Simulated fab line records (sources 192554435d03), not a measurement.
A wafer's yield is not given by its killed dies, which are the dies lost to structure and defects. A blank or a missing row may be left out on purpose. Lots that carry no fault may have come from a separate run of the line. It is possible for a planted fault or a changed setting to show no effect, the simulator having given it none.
fab line records	flow n5_finfet	part 1 of 2: steps 1 to 16 of 28
record: lots: 5	wafers: 15	last_day: 18
route steps=1938 shown BEOL_M6@1228
lots that met no fault: from a run of the same line without faults
start_h: hours from the record's opening day to when the first of the lot's shown wafers began	wait_h: hours from the lot's prior step to this one	" repeats the value in the row above	L1.1+2: a row that stands for several wafers	- no value present, or no start provided	* or withheld: withheld	< > ~ a bound
route shown NAME@n: NAME is a module with steps in the file, n the number in the route of the first one	usual: average and standard deviation across the fault-free wafers	same: alike in all rows	chamber/n: place in a boat	sites: each site's reading	_std_site: standard deviation across them	_edge_site: mean of outer sites minus mean of inner sites	radius_mm: how far each site lies from the wafer's centre	mask NAME#n: copy n	behind: the tool/chamber that last shaped the wafer	hold: why the lot was held/for how many hours/how that ended	device: the n, p or np transistor that did not switch	end of line: the same wafers' tests at the end of the route	step lacking rows: just its recipe	killed: at the first sort, the dies lost to defects and structure; wafer yield is something else	map: per-die view of a wafer (x killed, . not killed, _ where there is no die)
set.NAME: the setting as run; set.NAME@STEP: as run at that earlier step	model.NAME: the simulator's own value behind a step, which no gauge read
lots at some steps of the route; a table a step, a row a wafer
services: when a tool's chamber went out of use (start_h, in hours from the record's first day, below 0 if earlier), for how many hours, and the reason
== steps ==
step: N5_BEOL_M6_OVL_MEAS_29
recipe: points_per_wafer: 522
usual: V5_OVL: 0.0/0.87
lot.wafer	tool	chamber	start_h	wait_h	V5_OVL[nm]
L076.2	overlay-01	0	202.28	0.0	-0.7
L076.3	"	0	"	"	-0.6
L076.5	"	0	"	"	-0.7
L075.1	overlay-02	0	210.28	0.0	1.1
L075.3	"	0	"	"	0.8
L075.5	"	0	"	"	0.8
L079.1	overlay-02	0	242.97	0.0	-0.3
L079.4	"	0	"	"	-0.9
L079.6	"	0	"	"	-0.8
L095.1	overlay-01	0	338.38	0.0	0.1
L095.3	"	0	"	"	0.9
L095.4	"	0	"	"	0.2
L096.3	overlay-02	0	341.44	0.0	1.5
L096.4	"	0	"	"	1.0
L096.6	"	0	"	"	1.6
step: N5_BEOL_M6_INSPECT_30
recipe: mode: adi	inspect_instrument: brightfield
usual: raw_defect_count: 404/96
lot.wafer	tool	chamber	start_h	wait_h	raw_defect_count
L076.2	defect_inspect-02	-	202.33	0.0	319
L076.3	"	-	"	"	466
L076.5	"	-	"	"	346
L075.1	defect_inspect-02	-	210.34	0.1	381
L075.3	"	-	"	"	514
L075.5	"	-	"	"	408
L079.1	defect_inspect-02	-	243.02	0.1	343
L079.4	"	-	"	"	353
L079.6	"	-	"	"	491
L095.1	defect_inspect-02	-	338.44	0.1	314
L095.3	"	-	"	"	383
L095.4	"	-	"	"	300
L096.3	defect_inspect-02	-	341.49	0.0	434
L096.4	"	-	"	"	387
L096.6	"	-	"	"	477
step: N5_BEOL_M6_DESCUM_33
recipe: chemistry: O2	time_s: 7	source_power_w: 50	bias_power_w: 20	pressure_mtorr: 20	rf_frequency_hz: 2.712e+07	temp_c: 40	resist: CAR-EUV	o2_flow_sccm: 225
usual: drypump_motor_current_A: 5.5/0.34	oes_product_au: 0.75/0.071	rf_vpp_V: 242.9/1.3	showerhead_plenum_p_Torr: 2.08/0.069	throttle_valve_pct: 20.62/0.27
same: time_s: 7
lot.wafer	tool	chamber	start_h	wait_h	drypump_motor_current_A	oes_product_au	rf_hours_counter_h	rf_vpp_V	showerhead_plenum_p_Torr	throttle_valve_pct
L076.2	rie_diel-01	3	202.36	0.0	5.7	0.74	194	242.8	2.07	20.61
L076.3	"	1	"	"	5.7	0.90	35	243.8	2.12	20.28
L076.5	"	2	"	"	5.7	0.80	-	244.1	2.11	20.61
L075.1	rie_diel-01	2	210.37	0.0	5.7	0.80	109	243.5	2.11	20.63
L075.3	"	3	"	"	5.7	0.74	196	242.9	2.07	20.60
L075.5	"	1	"	"	5.7	0.89	-	244.0	2.12	20.25
L079.1	rie_diel-06	1	243.28	0.3	5.2	0.95	18	241.5	2.03	20.17
L079.4	"	0	"	"	5.2	0.69	230	245.5	2.17	20.97
L079.6	"	2	"	"	5.1	0.68	-	243.8	2.14	20.44
L095.1	rie_diel-06	2	338.48	0.0	5.1	0.66	254	246.2	2.13	20.47
L095.3	"	1	"	"	5.2	0.87	53	244.3	2.02	20.23
L095.4	"	2	"	"	5.1	0.66	-	243.7	2.13	20.50
L096.3	rie_diel-01	2	341.52	0.0	5.6	0.74	154	243.3	2.10	20.68
L096.4	"	3	"	"	5.7	0.70	241	242.9	2.05	20.67
L096.6	"	2	"	"	5.6	0.75	-	243.2	2.10	20.69
step: N5_BEOL_M6_ETCH_72
recipe: chemistry: N2/H2	target: underlayer	target_depth_a: 65	mask_material: CAR-EUV	time_s: 5.2	ion_energy_ev: 200	pressure_mtorr: 30	source_w: 840	bias_w: 150	n2_flow_sccm: 200	h2_flow_sccm: 200	ends: cleared
usual: drypump_motor_current_A: 5.5/0.34	etch_rf_on_time_s: 5.23/0.11	oes_product_au: 0.64/0.062	rf_vpp_V: 523.4/2.6	showerhead_plenum_p_Torr: 2.53/0.079	throttle_valve_pct: 18.06/0.24
lot.wafer	tool	chamber	start_h	wait_h	drypump_motor_current_A	etch_rf_on_time_s	oes_product_au	rf_hours_counter_h	rf_vpp_V	showerhead_plenum_p_Torr	throttle_valve_pct
L076.2	rie_diel-01	3	202.40	0.0	5.7	4.94	0.63	194	525.1	2.52	18.03
L076.3	"	1	"	"	5.8	5.15	0.76	35	525.1	2.57	17.59
L076.5	"	2	"	"	5.6	5.15	0.67	-	524.3	2.56	18.12
L075.1	rie_diel-01	2	210.41	0.0	5.7	5.27	0.66	109	524.9	2.56	18.09
L075.3	"	3	"	"	5.7	5.05	0.63	196	524.3	2.52	18.03
L075.5	"	1	"	"	5.8	5.24	0.75	-	525.4	2.57	17.57
L079.1	rie_diel-06	1	243.32	0.0	5.2	5.15	0.81	18	523.7	2.49	17.67
L079.4	"	0	"	"	5.2	5.45	0.58	230	525.7	2.61	18.16
L079.6	"	2	"	"	5.2	5.36	0.58	-	524.5	2.61	17.98
L095.1	rie_diel-06	2	338.51	0.0	5.1	5.23	0.56	254	525.4	2.60	18.03
L095.3	"	1	"	"	5.2	5.06	0.76	53	520.9	2.47	17.72
L095.4	"	2	"	"	5.1	5.26	0.57	-	526.7	2.60	18.03
L096.3	rie_diel-01	2	341.56	0.0	5.7	5.28	0.63	154	522.4	2.54	18.18
L096.4	"	3	"	"	5.7	4.98	0.59	241	522.9	2.50	18.11
L096.6	"	2	"	"	5.7	5.27	0.63	-	523.1	2.54	18.15
step: N5_BEOL_M6_ETCH_65
recipe: chemistry: CF4	target: SiARC	target_depth_a: 156	mask_material: CAR-EUV	time_s: 26	ion_energy_ev: 80	pressure_mtorr: 40	source_w: 545	bias_w: 36	Ar_flow_sccm: 100	cf4_flow_sccm: 100	ends: cleared
usual: drypump_motor_current_A: 5.5/0.34	etch_rf_on_time_s: 26.1/0.44	mfc_ar_sccm: 100.0/0.33	oes_product_au: 0.64/0.061	rf_vpp_V: 184.0/1.2	showerhead_plenum_p_Torr: 2.13/0.06	throttle_valve_pct: 15.83/0.21
lot.wafer	tool	chamber	start_h	wait_h	drypump_motor_current_A	etch_rf_on_time_s	mfc_ar_sccm	oes_product_au	rf_hours_counter_h	rf_vpp_V	showerhead_plenum_p_Torr	throttle_valve_pct
L076.2	rie_diel-01	3	202.41	0.0	5.7	24.6	99.3	0.64	194	183.6	2.12	15.88
L076.3	"	1	"	"	5.7	25.8	100.1	0.76	35	183.8	2.18	15.53
L076.5	"	2	"	"	5.6	25.6	99.0	0.68	-	182.7	2.15	15.75
L075.1	rie_diel-01	2	210.43	0.0	5.7	25.9	100.3	0.67	109	185.0	2.15	15.75
L075.3	"	3	"	"	5.7	25.1	99.5	0.63	196	183.8	2.12	15.86
L075.5	"	1	"	"	5.7	25.7	100.2	0.76	-	185.6	2.18	15.52
L079.1	rie_diel-06	1	243.34	0.0	5.2	25.8	99.6	0.81	18	183.8	2.11	15.45
L079.4	"	0	"	"	5.2	27.1	99.3	0.58	230	184.5	2.20	16.06
L079.6	"	2	"	"	5.1	26.6	100.0	0.58	-	185.5	2.21	15.81
L095.1	rie_diel-06	2	338.53	0.0	5.1	26.4	100.5	0.57	254	184.1	2.19	15.87
L095.3	"	1	"	"	5.2	25.9	99.8	0.76	53	185.5	2.10	15.53
L095.4	"	2	"	"	5.1	26.3	100.8	0.56	-	184.9	2.19	15.88
L096.3	rie_diel-01	2	341.58	0.0	5.6	26.4	100.3	0.63	154	182.7	2.14	15.81
L096.4	"	3	"	"	5.7	25.2	100.0	0.60	241	184.3	2.11	15.96
L096.6	"	2	"	"	5.7	26.3	99.6	0.63	-	182.1	2.14	15.83
step: N5_BEOL_M6_ETCH_66
recipe: chemistry: N2/H2	target: SOC	target_depth_a: 800	overetch_a: 160	mask_material: SiARC	temp_c: 40	time_s: 120	ion_energy_ev: 200	pressure_mtorr: 30	source_w: 840	bias_w: 150	n2_flow_sccm: 200	h2_flow_sccm: 200
usual: drypump_motor_current_A: 5.5/0.34	oes_product_au: 0.57/0.052	rf_vpp_V: 523.5/2.4	showerhead_plenum_p_Torr: 2.53/0.079	throttle_valve_pct: 18.02/0.24
same: time_s: 120
lot.wafer	tool	chamber	start_h	wait_h	drypump_motor_current_A	oes_product_au	rf_hours_counter_h	rf_vpp_V	showerhead_plenum_p_Torr	throttle_valve_pct
L076.2	rie_diel-01	3	202.44	0.0	5.8	0.56	194	524.4	2.52	17.99
L076.3	"	1	"	"	5.8	0.68	35	526.0	2.57	17.55
L076.5	"	2	"	"	5.7	0.60	-	524.6	2.56	18.03
L075.1	rie_diel-01	2	210.45	0.0	5.6	0.60	109	526.9	2.56	18.05
L075.3	"	3	"	"	5.7	0.55	196	523.6	2.52	17.98
L075.5	"	1	"	"	5.8	0.67	-	524.2	2.57	17.57
L079.1	rie_diel-06	1	243.36	0.0	5.2	0.72	18	522.5	2.49	17.63
L079.4	"	0	"	"	5.2	0.54	230	525.0	2.61	18.12
L079.6	"	2	"	"	5.1	0.52	-	526.3	2.61	17.94
L095.1	rie_diel-06	2	338.56	0.0	5.2	0.51	254	526.3	2.60	17.98
L095.3	"	1	"	"	5.2	0.67	53	521.8	2.47	17.68
L095.4	"	2	"	"	5.1	0.51	-	524.8	2.60	18.00
L096.3	rie_diel-01	2	341.60	0.0	5.7	0.57	154	523.7	2.54	18.11
L096.4	"	3	"	"	5.7	0.53	241	521.8	2.50	18.10
L096.6	"	2	"	"	5.7	0.57	-	525.6	2.54	18.13
step: N5_BEOL_M6_STRIP_69
recipe: chemistry: N2/H2	temp_c: 40	n2_flow_sccm: 200	h2_flow_sccm: 200	rf_frequency_hz: 6e+07
lot.wafer	tool	chamber	start_h	wait_h
L076.2+3+5	rie_diel-01	3,1,2	202.52	0.0
L075.1+3+5	rie_diel-01	2,3,1	210.53	0.0
L079.1+4+6	rie_diel-06	1,0,2	243.44	0.0
L095.1+3+4	rie_diel-06	2,1,2	338.64	0.0
L096.3+4+6	rie_diel-01	2,3,2	341.68	0.0
step: N5_BEOL_M6_STRIP_73
recipe: chemistry: N2/H2	temp_c: 40	n2_flow_sccm: 200	h2_flow_sccm: 200	rf_frequency_hz: 6e+07
lot.wafer	tool	chamber	start_h	wait_h
L076.2+3+5	rie_diel-01	3,1,2	202.53	0.0
L075.1+3+5	rie_diel-01	2,3,1	210.54	0.0
L079.1+4+6	rie_diel-06	1,0,2	243.45	0.0
L095.1+3+4	rie_diel-06	2,1,2	338.65	0.0
L096.3+4+6	rie_diel-01	2,3,2	341.69	0.0
step: N5_BEOL_M6_VIA_ETCH_34
recipe: chemistry: C4F6/O2	target: SiCOH_lowk	target_depth_a: 1263	mask_material: SOC	taper_deg: 4	time_s: 50.9	ion_energy_ev: 250	pressure_mtorr: 30	source_w: 345	bias_w: 185	Ar_flow_sccm: 300	C4F6_flow_sccm: 10	O2_flow_sccm: 10
usual: drypump_motor_current_A: 5.5/0.34	mfc_ar_sccm: 300.1/1.1	oes_product_au: 0.75/0.073	rf_vpp_V: 665/14	showerhead_plenum_p_Torr: 2.84/0.084	throttle_valve_pct: 21.13/0.18
same: time_s: 50.9
lot.wafer	tool	chamber	start_h	wait_h	drypump_motor_current_A	mfc_ar_sccm	oes_product_au	rf_hours_counter_h	rf_vpp_V	showerhead_plenum_p_Torr	throttle_valve_pct
L076.2	rie_diel-01	3	202.54	0.0	5.7	299.0	0.74	194	672	2.83	21.14
L076.3	"	1	"	"	5.7	301.4	0.89	35	678	2.90	20.82
L076.5	"	2	"	"	5.7	298.3	0.79	-	655	2.86	21.02
L075.1	rie_diel-01	2	210.55	0.0	5.6	299.0	0.79	109	656	2.86	21.02
L075.3	"	3	"	"	5.7	298.8	0.74	196	673	2.83	21.14
L075.5	"	1	"	"	5.7	299.1	0.89	-	679	2.89	20.82
L079.1	rie_diel-06	1	243.46	0.0	5.2	300.1	0.95	18	677	2.82	20.92
L079.4	"	0	"	"	5.2	298.7	0.69	230	654	2.92	21.29
L079.6	"	2	"	"	5.1	301.1	0.68	-	669	2.95	21.17
L095.1	rie_diel-06	2	338.66	0.0	5.2	298.7	0.66	254	668	2.94	21.21
L095.3	"	1	"	"	5.2	300.7	0.90	53	676	2.81	20.97
L095.4	"	2	"	"	5.1	299.5	0.66	-	667	2.94	21.21
L096.3	rie_diel-01	2	341.70	0.0	5.6	299.7	0.75	154	654	2.84	21.10
L096.4	"	3	"	"	5.7	299.9	0.71	241	673	2.81	21.21
L096.6	"	2	"	"	5.6	300.7	0.74	-	655	2.84	21.08
step: N5_BEOL_M6_STRIP_76
recipe: chemistry: C4F6/O2	resist: SiARC	rf_frequency_hz: 6e+07
lot.wafer	tool	chamber	start_h	wait_h
L076.2+3+5	rie_diel-01	3,1,2	202.59	0.0
L075.1+3+5	rie_diel-01	2,3,1	210.60	0.0
L079.1+4+6	rie_diel-06	1,0,2	243.51	0.0
L095.1+3+4	rie_diel-06	2,1,2	338.70	0.0
L096.3+4+6	rie_diel-01	2,3,2	341.75	0.0
step: N5_BEOL_M6_STRIP_36
recipe: chemistry: N2/H2	power_w: 450	temp_c: 40	pressure_mtorr: 20	rf_frequency_hz: 6e+07	overash_fraction: 0.3	bias_power_w: 7	h2_frac: 0.5	n2_flow_sccm: 200	h2_flow_sccm: 200
usual: drypump_motor_current_A: 5.5/0.34	oes_product_au: 0.75/0.072	rf_vpp_V: 59.1/1.5	showerhead_plenum_p_Torr: 2.52/0.08	throttle_valve_pct: 23.8/0.3
lot.wafer	tool	chamber	start_h	wait_h	drypump_motor_current_A	oes_product_au	rf_hours_counter_h	rf_vpp_V	showerhead_plenum_p_Torr	throttle_valve_pct
L076.2	rie_diel-01	3	202.60	0.0	5.7	0.74	194	62.3	2.51	23.8
L076.3	"	1	"	"	5.7	0.89	35	58.3	2.57	23.2
L076.5	"	2	"	"	5.7	0.79	-	59.8	2.56	24.0
L075.1	rie_diel-01	2	210.61	0.0	5.7	0.79	109	58.9	2.56	24.0
L075.3	"	3	"	"	5.7	0.75	196	58.6	2.51	23.8
L075.5	"	1	"	"	5.8	0.90	-	59.6	2.57	23.2
L079.1	rie_diel-06	1	243.52	0.0	5.2	0.94	18	61.6	2.48	23.6
L079.4	"	0	"	"	5.2	0.68	230	59.9	2.60	23.8
L079.6	"	2	"	"	5.1	0.68	-	58.6	2.61	23.6
L095.1	rie_diel-06	2	338.71	0.0	5.1	0.66	254	60.5	2.60	23.6
L095.3	"	1	"	"	5.2	0.88	53	61.3	2.47	23.6
L095.4	"	2	"	"	5.1	0.67	-	62.3	2.60	23.6
L096.3	rie_diel-01	2	341.76	0.0	5.7	0.74	154	57.0	2.54	24.1
L096.4	"	3	"	"	5.7	0.71	241	60.7	2.49	23.8
L096.6	"	2	"	"	5.7	0.75	-	59.7	2.54	24.0
step: N5_BEOL_M6_TRENCH_ETCH_37
recipe: chemistry: C4F6/O2	target_depth_a: 944.35	target: SiCOH_lowk	time_s: 31.5	ion_energy_ev: 250	pressure_mtorr: 30	source_w: 345	bias_w: 185	Ar_flow_sccm: 300	C4F6_flow_sccm: 10	O2_flow_sccm: 10
usual: drypump_motor_current_A: 5.5/0.34	mfc_ar_sccm: 300.0/0.91	oes_product_au: 0.74/0.073	rf_vpp_V: 665/14	showerhead_plenum_p_Torr: 2.84/0.084	throttle_valve_pct: 21.16/0.18
same: time_s: 31.5
lot.wafer	tool	chamber	start_h	wait_h	drypump_motor_current_A	mfc_ar_sccm	oes_product_au	rf_hours_counter_h	rf_vpp_V	showerhead_plenum_p_Torr	throttle_valve_pct
L076.2	rie_diel-01	3	-	-	5.7	300.2	0.73	195	673	2.83	21.17
L076.3	"	1	"	"	5.8	298.9	0.90	35	679	2.90	20.85
L076.5	"	2	"	"	5.6	301.0	0.79	-	654	2.86	21.05
L075.1	rie_diel-01	2	-	-	5.7	300.0	0.79	109	655	2.86	21.06
L075.3	"	3	"	"	5.7	300.5	0.74	196	672	2.83	21.17
L075.5	"	1	"	"	5.7	299.0	0.89	-	678	2.90	20.85
L079.1	rie_diel-06	1	-	-	5.2	299.8	0.94	18	677	2.82	20.94
L079.4	"	0	"	"	5.2	299.5	0.68	230	652	2.92	21.33
L079.6	"	2	"	"	5.1	300.4	0.68	-	668	2.95	21.18
L095.1	rie_diel-06	2	-	-	5.1	301.1	0.66	254	667	2.94	21.25
L095.3	"	1	"	"	5.2	298.3	0.88	53	676	2.81	21.01
L095.4	"	2	"	"	5.1	300.1	0.66	-	667	2.94	21.23
L096.3	rie_diel-01	2	-	-	5.7	301.4	0.74	154	653	2.84	21.12
L096.4	"	3	"	"	5.7	300.6	0.70	241	671	2.81	21.23
L096.6	"	2	"	"	5.7	299.9	0.74	-	654	2.84	21.11
step: N5_BEOL_M6_ETCH_41
recipe: chemistry: CH3F/O2	target: SiCN	target_depth_a: 297	taper_deg: 2	time_s: 52	ion_energy_ev: 120	mask_material: TiN	pressure_mtorr: 30	source_w: 395	bias_w: 75	Ar_flow_sccm: 150	CH3F_flow_sccm: 30	O2_flow_sccm: 20
usual: drypump_motor_current_A: 5.5/0.34	mfc_ar_sccm: 150.0/0.42	oes_product_au: 0.74/0.071	rf_vpp_V: 297.1/1.4	showerhead_plenum_p_Torr: 1.99/0.062	throttle_valve_pct: 16.55/0.19
same: time_s: 52
lot.wafer	tool	chamber	start_h	wait_h	drypump_motor_current_A	mfc_ar_sccm	oes_product_au	rf_hours_counter_h	rf_vpp_V	showerhead_plenum_p_Torr	throttle_valve_pct
L076.2	rie_diel-01	3	-	-	5.7	150.1	0.73	195	295.3	1.99	16.58
L076.3	"	1	"	"	5.7	149.3	0.88	35	298.1	2.04	16.21
L076.5	"	2	"	"	5.7	149.8	0.79	-	296.3	2.01	16.40
L075.1	rie_diel-01	2	-	-	5.7	150.0	0.78	109	296.9	2.01	16.42
L075.3	"	3	"	"	5.7	150.4	0.73	196	297.6	1.98	16.58
L075.5	"	1	"	"	5.7	150.0	0.88	-	299.2	2.04	16.23
L079.1	rie_diel-06	1	-	-	5.2	149.5	0.95	19	295.0	1.98	16.21
L079.4	"	0	"	"	5.2	150.4	0.68	230	297.6	2.06	16.75
L079.6	"	2	"	"	5.1	150.1	0.68	-	298.7	2.08	16.58
L095.1	rie_diel-06	2	-	-	5.1	150.2	0.66	254	298.5	2.07	16.64
L095.3	"	1	"	"	5.2	149.8	0.89	53	297.6	1.97	16.31
L095.4	"	2	"	"	5.1	149.5	0.66	-	298.9	2.06	16.65
L096.3	rie_diel-01	2	-	-	5.7	150.3	0.74	154	296.7	1.99	16.52
L096.4	"	3	"	"	5.7	150.8	0.71	241	295.8	1.97	16.67
L096.6	"	2	"	"	5.7	150.9	0.74	-	297.9	1.99	16.49
step: N5_BEOL_M6_STRIP_80
recipe: chemistry: N2/H2	time_s: 10	power_w: 450	temp_c: 40	pressure_mtorr: 20	rf_frequency_hz: 6e+07	bias_power_w: 7	n2_flow_sccm: 200	h2_flow_sccm: 200
usual: drypump_motor_current_A: 5.5/0.34	oes_product_au: 0.75/0.069	rf_vpp_V: 59.1/0.84	showerhead_plenum_p_Torr: 2.52/0.08	throttle_valve_pct: 23.8/0.3
same: time_s: 10
lot.wafer	tool	chamber	start_h	wait_h	drypump_motor_current_A	oes_product_au	rf_hours_counter_h	rf_vpp_V	showerhead_plenum_p_Torr	throttle_valve_pct
L076.2	rie_diel-01	3	-	-	5.7	0.74	195	58.6	2.51	23.8
L076.3	"	1	"	"	5.7	0.90	35	60.9	2.57	23.2
L076.5	"	2	"	"	5.6	0.79	-	59.9	2.56	24.0
L075.1	rie_diel-01	2	-	-	5.7	0.79	109	60.0	2.56	24.0
L075.3	"	3	"	"	5.7	0.73	196	58.9	2.51	23.8
L075.5	"	1	"	"	5.7	0.88	-	59.7	2.57	23.2
L079.1	rie_diel-06	1	-	-	5.2	0.94	19	60.1	2.48	23.5
L079.4	"	0	"	"	5.2	0.69	230	59.9	2.60	23.8
L079.6	"	2	"	"	5.1	0.68	-	59.5	2.61	23.6
L095.1	rie_diel-06	2	-	-	5.1	0.66	254	59.6	2.60	23.6
L095.3	"	1	"	"	5.2	0.88	53	59.4	2.47	23.6
L095.4	"	2	"	"	5.1	0.65	-	58.6	2.60	23.6
L096.3	rie_diel-01	2	-	-	5.7	0.74	154	59.5	2.54	24.0
L096.4	"	3	"	"	5.7	0.71	241	59.4	2.49	23.8
L096.6	"	2	"	"	5.7	0.74	-	58.9	2.54	24.0
step: N5_BEOL_M6_OCD_MEAS_38
usual: trench_depth_nm: 93.5/1.7
lot.wafer	tool	chamber	start_h	wait_h	trench_depth_nm
L076.2	ocd-01	-	202.79	-	96.5
L076.3	"	-	"	"	95.3
L076.5	"	-	"	"	93.7
L075.1	ocd-02	-	210.80	-	93.7
L075.3	"	-	"	"	97.1
L075.5	"	-	"	"	95.6
L079.1	ocd-02	-	243.71	-	94.4
L079.4	"	-	"	"	89.7
L079.6	"	-	"	"	92.1
L095.1	ocd-01	-	338.90	-	92.3
L095.3	"	-	"	"	93.8
L095.4	"	-	"	"	92.6
L096.3	ocd-02	-	341.95	-	93.3
L096.4	"	-	"	"	97.3
L096.6	"	-	"	"	93.3
step: N5_BEOL_M6_HM_STRIP_39
recipe: chemistry: peroxide_tin_strip	material: TiN	target_depth_a: 250	temp_c: 50	time_s: 158
same: time_s: 158
lot.wafer	tool	chamber	start_h	wait_h
L076.2+3+5	wet_bench-02	5,3,6	202.82	0.0
L075.1+3+5	wet_bench-06	1,0,5	210.83	0.0
L079.1+4+6	wet_bench-06	7,4,2	243.74	0.0
L095.1+3+4	wet_bench-02	0,4,5	338.94	0.0
L096.3+4+6	wet_bench-04	6,7,4	341.98	0.0
